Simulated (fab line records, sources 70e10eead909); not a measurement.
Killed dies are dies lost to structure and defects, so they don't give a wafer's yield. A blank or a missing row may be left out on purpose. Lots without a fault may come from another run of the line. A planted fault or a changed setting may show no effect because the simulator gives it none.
Which tool did it? | flow nand_harc | 12 lots, 36 wafers sampled, at 6 steps of a route of 1159

WHAT THE GAUGES READ, wafer by wafer
NHARC_P_GATE_CD_MEAS_59: target cd 720 nm.
lot  | measured     | on        | cd_nm (nm)
L709 | day 5 15:42  | cd_sem-03 | 718.7 720.0 720.4
L710 | day 6 05:34  | cd_sem-01 | 719.2 719.0 720.7
L712 | day 6 14:01  | cd_sem-01 | 721.4 722.5 722.4
L716 | day 7 12:20  | cd_sem-01 | 719.3 719.4 718.6
L715 | day 7 12:45  | cd_sem-02 | 719.8 718.9 720.5
L717 | day 8 05:51  | cd_sem-02 | 719.2 720.7 721.3
L718 | day 8 11:39  | cd_sem-02 | 720.5 720.4 719.2
L720 | day 8 18:24  | cd_sem-02 | 719.1 717.7 717.0
L721 | day 8 19:02  | cd_sem-01 | 721.8 721.2 721.9
L728 | day 10 15:32 | cd_sem-01 | 739.8 738.5 738.5
L730 | day 10 15:43 | cd_sem-02 | 722.2 721.8 721.2
L729 | day 10 15:55 | cd_sem-03 | 736.5 738.5 738.0

NHARC_END_SORT_01.
lot  | measured     | on        | killed_at_array | killed_at_other | killed_at_periphery | killed_dies | killed_open | killed_short
L718 | day 24 00:34 | prober-02 | 45 35 30        | 0 0 0           | 2 4 3               | 47 39 33    | 5 5 5       | 7 5 2
L720 | day 23 04:33 | prober-02 | 8 12 9          | 1 0 0           | 10 4 7              | 19 16 16    | 2 3 3       | 1 2 0
L721 | day 23 11:34 | prober-02 | 26 29 34        | 0 2 2           | 6 3 4               | 32 34 40    | 4 2 4       | 3 4 1
L728 | day 25 07:02 | prober-01 | 21 21 14        | 1 0 2           | 7 8 6               | 29 29 22    | 5 2 2       | 5 3 1

WHICH TOOL RAN EACH LOT (tool, then ch and the chambers of the sampled wafers, then the start)
lot  | NHARC_P_GATE_DEP_103            | NHARC_P_GATE_ETCH_32             | NHARC_P_GATE_EXPOSE_56            | NHARC_P_GATE_STRIP_112
L709 | pecvd-04 ch 0,1, day 5 01:14    | rie_si-05 ch 0,1,2, day 5 02:41  | krf_scanner-01 ch 0, day 5 15:33  | plasma_asher-01 ch 0,1, day 5 16:16
L710 | pecvd-04 ch 0,1, day 5 15:10    | rie_si-05 ch 0,1,2, day 5 16:31  | krf_scanner-03 ch 0, day 6 05:25  | plasma_asher-02 ch 0,1, day 6 06:06
L712 | pecvd-04 ch 0,1,2, day 5 23:18  | rie_si-04 ch 1,2,3, day 6 00:49  | krf_scanner-04 ch 0, day 6 13:52  | plasma_asher-02 ch 0,1, day 6 14:33
L716 | pecvd-04 ch 0,2, day 6 21:47    | rie_si-05 ch 1,2, day 6 23:22    | krf_scanner-03 ch 0, day 7 12:11  | plasma_asher-02 ch 0,1, day 7 12:57
L715 | pecvd-03 ch 0,1,2, day 6 21:48  | rie_si-02 ch 0,2, day 6 23:35    | krf_scanner-04 ch 0, day 7 12:36  | plasma_asher-02 ch 0,1, day 7 13:23
L717 | pecvd-01 ch 0,1, day 7 11:26    | rie_si-05 ch 0,1,3, day 7 12:49  | krf_scanner-04 ch 0, day 8 05:41  | plasma_asher-02 ch 0,1, day 8 06:26
L718 | pecvd-01 ch 0,1,2, day 7 21:20  | rie_si-05 ch 1,2, day 7 22:31    | krf_scanner-01 ch 0, day 8 11:30  | plasma_asher-02 ch 0,1, day 8 12:13
L720 | pecvd-04 ch 1,2, day 8 03:58    | rie_si-05 ch 1,2,3, day 8 05:22  | krf_scanner-01 ch 0, day 8 18:14  | plasma_asher-01 ch 0,1, day 8 19:02
L721 | pecvd-03 ch 0,1, day 8 04:29    | rie_si-02 ch 0,1, day 8 05:53    | krf_scanner-04 ch 0, day 8 18:53  | plasma_asher-01 ch 1, day 8 19:38
L728 | pecvd-03 ch 0,1,2, day 10 00:53 | rie_si-05 ch 0,1,2, day 10 02:20 | krf_scanner-01 ch 0, day 10 15:23 | plasma_asher-02 ch 0,1, day 10 16:06
L730 | pecvd-01 ch 0,1, day 10 00:58   | rie_si-04 ch 0,1,2, day 10 02:25 | krf_scanner-04 ch 0, day 10 15:34 | plasma_asher-01 ch 0,1, day 10 16:19
L729 | pecvd-03 ch 0,1,2, day 10 01:33 | rie_si-05 ch 0,2, day 10 02:44   | krf_scanner-01 ch 0, day 10 15:46 | plasma_asher-02 ch 0,1, day 10 16:26
- NHARC_P_GATE_DEP_103: deposits SiON, target thk 30 nm.
- NHARC_P_GATE_ETCH_32: etches the open film in HBr/Cl2, target depth 150 nm, time 100.1 s.
- NHARC_P_GATE_EXPOSE_56: exposes mask P PSD, target cd 720 nm.
- NHARC_P_GATE_STRIP_112: strips in N2/H2, time 200 s.

WHAT THE TOOLS THEMSELVES READ (means of the sampled wafers that have a number; where no wafer has one, the mark that the record gives instead)
NHARC_P_GATE_DEP_103.
lot  | tool     | heater_power_w (W)
L709 | pecvd-04 | 849
L710 | pecvd-04 | 755
L712 | pecvd-04 | 716
L716 | pecvd-04 | 629
L715 | pecvd-03 | 823
L717 | pecvd-01 | 819
L718 | pecvd-01 | 741
L720 | pecvd-04 | 711
L721 | pecvd-03 | 821
L728 | pecvd-03 | 814
L730 | pecvd-01 | 811
L729 | pecvd-03 | 863

NHARC_P_GATE_ETCH_32.
lot  | tool      | drypump_motor_current_A (A) | oes_product_au (a.u.) | throttle_valve_pct (%)
L709 | rie_si-05 | 5.4                         | 1.003                 | 26.403
L710 | rie_si-05 | 5.4                         | 1.002                 | 26.403
L712 | rie_si-04 | 6.3                         | 1.004                 | 26.418
L716 | rie_si-05 | 5.2                         | 1.003                 | 26.410
L715 | rie_si-02 | 5.8                         | 0.995                 | 26.403
L717 | rie_si-05 | 5.6                         | 1.002                 | 26.402
L718 | rie_si-05 | 5.2                         | 1.007                 | 26.413
L720 | rie_si-05 | 5.4                         | 1.008                 | 26.405
L721 | rie_si-02 | 6.0                         | 1.002                 | 26.405
L728 | rie_si-05 | 5.4                         | 1.005                 | 26.409
L730 | rie_si-04 | 6.1                         | 1.004                 | 26.393
L729 | rie_si-05 | 5.7                         | 0.998                 | 26.405

NHARC_P_GATE_EXPOSE_56.
lot  | tool           | exposure_dose_mJ_cm2 | reticle_temp_C (C)
L709 | krf_scanner-01 | 14.823               | 22.96
L710 | krf_scanner-03 | 14.814               | 22.98
L712 | krf_scanner-04 | 14.805               | 22.95
L716 | krf_scanner-03 | 14.798               | 23.22
L715 | krf_scanner-04 | 14.807               | 23.01
L717 | krf_scanner-04 | 14.810               | 22.91
L718 | krf_scanner-01 | 14.816               | 23.01
L720 | krf_scanner-01 | 14.789               | 23.05
L721 | krf_scanner-04 | 14.811               | 23.01
L728 | krf_scanner-01 | 16.366               | 23.01
L730 | krf_scanner-04 | 14.801               | 22.80
L729 | krf_scanner-01 | 16.350               | 23.02

NHARC_P_GATE_STRIP_112.
lot  | tool            | drypump_motor_current_A (A) | heater_power_w (W) | temp_c (C)
L709 | plasma_asher-01 | 5.86                        | 81                 | 109.96
L710 | plasma_asher-02 | 5.30                        | 87                 | 109.90
L712 | plasma_asher-02 | 5.37                        | 81                 | 109.91
L716 | plasma_asher-02 | 5.38                        | 83                 | 109.92
L715 | plasma_asher-02 | 5.38                        | 80                 | 109.95
L717 | plasma_asher-02 | 5.32                        | 87                 | 109.90
L718 | plasma_asher-02 | 5.33                        | 86                 | 110.06
L720 | plasma_asher-01 | 5.83                        | 82                 | 109.89
L721 | plasma_asher-01 | 5.52                        | 93                 | 109.85
L728 | plasma_asher-02 | 5.32                        | 85                 | 109.97
L730 | plasma_asher-01 | 5.84                        | 81                 | 110.06
L729 | plasma_asher-02 | 5.38                        | 84                 | 110.01

THE ANSWER, worked out from the rows above alone
Rule: what is usual is taken from the lots themselves. Put in order of their means at a reading, lots are off if they are a third of the lots or fewer, leave a main group of 4 or more, and stand apart from it by a gap of 3 or more times the standard deviation of the main group's means; of several such gaps the widest counts. A main group whose means are all the same, to the digits that the tables above print for the reading, isn't used. A lot without any number at a reading at which 4 lots or more have one is off too. The other lots that the step has rows for count as sound. The gauges are gone through in route order, then the tools' own readings, and for those a lot's mean is taken as printed above. The first step at which some lot is off is used, and at that step the reading that is off furthest; a lot without a number counts as furthest.
Off: L728, L729, at NHARC_P_GATE_CD_MEAS_59 (cd_nm). The main group: mean 720.2 nm, standard deviation 1.2.
A tool fits if, at a process step before that reading, it ran every lot that is off, and no sound lot after the first of them. The gauges at NHARC_P_GATE_CD_MEAS_59 aren't tried: what is off there is off at NHARC_P_GATE_EXPOSE_56 too, on other tools, and a gauge's error can't cause that. Can't be told from this: 3 tools fit, pecvd-03 at NHARC_P_GATE_DEP_103, rie_si-05 at NHARC_P_GATE_ETCH_32, krf_scanner-01 at NHARC_P_GATE_EXPOSE_56.

WHAT THE SIMULATOR HAD PUT IN
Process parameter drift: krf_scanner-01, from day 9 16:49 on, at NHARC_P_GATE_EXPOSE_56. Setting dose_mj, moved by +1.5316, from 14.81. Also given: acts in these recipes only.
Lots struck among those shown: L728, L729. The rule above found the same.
